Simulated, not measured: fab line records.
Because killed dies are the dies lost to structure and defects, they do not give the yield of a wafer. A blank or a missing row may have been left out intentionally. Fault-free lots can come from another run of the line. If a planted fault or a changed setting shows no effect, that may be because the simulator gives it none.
3 desks, one fault :: flow nand harc :: each desk has only its own numbers; what lay behind them comes last

THE DEFECT DESK
What the inspections along the route counted, lot by lot: means of the sampled wafers that have a number. Marked OUT: a lot whose mean sits more than 4 standard deviations from the usual mean, which makes it out of limits; the brackets give that distance.
Columns: A = raw defect count at NHARC_P_STI_INSPECT_25, usual 203; B = raw defect count at NHARC_P_GATE_INSPECT_28, usual 5.7; C = raw defect count at NHARC_P_GATE_INSPECT_68, usual 188
lot: L789
first seen here: day 5 01:21
A: 169
B: 6.0
C: 180

lot: L790
first seen here: day 5 01:22
A: 160
B: 3.0
C: 147

lot: L791
first seen here: day 5 14:46
A: 209
B: 7.0
C: 200

lot: L794
first seen here: day 6 19:14
A: 280
B: 5.7
C: 242

lot: L798
first seen here: day 8 10:05
A: 243
B: 8.3
C: 242

lot: L801
first seen here: day 10 01:47
A: 607 (+6.0) OUT
B: 371.3 (+99 or more) OUT
C: 562 (+5.3) OUT

lot: L804
first seen here: day 11 04:43
A: 559 (+5.3) OUT
B: 391.0 (+99 or more) OUT
C: 526 (+4.8) OUT

lot: L805
first seen here: day 11 08:48
A: 164
B: 8.0
C: 99

lot: L806
first seen here: day 11 22:29
A: 214
B: 4.7
C: 160

lot: L808
first seen here: day 12 14:45
A: 179
B: 4.7
C: 177

lot: L810
first seen here: day 13 13:01
A: 144
B: 6.3
C: 136
This desk finds L801, L804 out of limits, L801 being first, at day 10 01:47 (raw defect count at NHARC_P_STI_INSPECT_25). In limits: L789, L790, L791, L794, L798, L805, L806, L808, L810.

AT THE TOOL OWNER'S DESK: cmp-01
The tool's own readings at NHARC_P_STI_CMP_21 (polishes, t overpolish 20 s, target thk 380.67 nm): means of the sampled wafers that have a number, for each lot that ran on this tool. Marked OUT: a lot whose mean sits more than 4 standard deviations from the usual mean, which makes it out of limits; the brackets give that distance.
Columns: A = motor current A at NHARC_P_STI_CMP_21, usual 12.1 A; B = overpolish run s at NHARC_P_STI_CMP_21, usual 20.000 s; C = pad life wafers at NHARC_P_STI_CMP_21, usual 156
lot: L790
first seen here: day 4 19:59
A: 13.6
B: 19.995
C: 0

lot: L791
first seen here: day 5 06:18
A: 14.2
B: 19.996
C: 49

lot: L794
first seen here: day 6 11:28
A: 14.0
B: 20.005
C: 158

lot: L801
first seen here: day 9 18:02
A: 13.5
B: 19.998
C: 60

lot: L804
first seen here: day 10 20:14
A: 12.0
B: 19.991
C: 200

lot: L810
first seen here: day 13 05:05
A: 13.1
B: 20.008
C: 26
This desk found nothing out of limits on any of the 6 lots.

METROLOGY DESK
What the gauges read, lot by lot, whatever tool the lot ran on: means of the sampled wafers that have a number. Marked OUT: a lot whose mean sits more than 4 standard deviations from the usual mean, which makes it out of limits; the brackets give that distance.
Columns: A = cd nm at NHARC_P_STI_CD_MEAS_09, usual 200.6 nm
lot: L789
first seen here: day 3 18:33
A: 202.4

lot: L790
first seen here: day 4 02:11
A: 199.5

lot: L791
first seen here: day 4 11:57
A: 200.9

lot: L794
first seen here: day 5 17:10
A: 203.4

lot: L798
first seen here: day 7 08:10
A: 201.1

lot: L801
first seen here: day 8 15:03
A: 199.1

lot: L804
first seen here: day 10 00:30
A: 201.1

lot: L805
first seen here: day 10 06:08
A: 201.3

lot: L806
first seen here: day 10 16:59
A: 203.8

lot: L808
first seen here: day 11 11:58
A: 200.6

lot: L810
first seen here: day 12 08:32
A: 199.7
This desk found nothing out of limits on any of the 11 lots.

PUT TOGETHER
The defect desk could have raised an alarm at day 10 01:47, on L801, L804.
Nothing out of limits was seen by the tool owner's desk.
The metrology desk saw nothing out of limits.
The tool owner's desk has L801, L804 on record, within its limits.
The metrology desk holds a record of L801, L804, inside its limits.
Every lot named ran NHARC_P_STI_CMP_21 on cmp-01.

WHAT THE SIMULATOR PUT IN
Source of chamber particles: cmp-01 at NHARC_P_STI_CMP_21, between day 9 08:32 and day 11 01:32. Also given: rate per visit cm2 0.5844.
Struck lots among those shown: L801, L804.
Hours from the fault's start to each desk's first reading out of limits: the defect desk, 17.
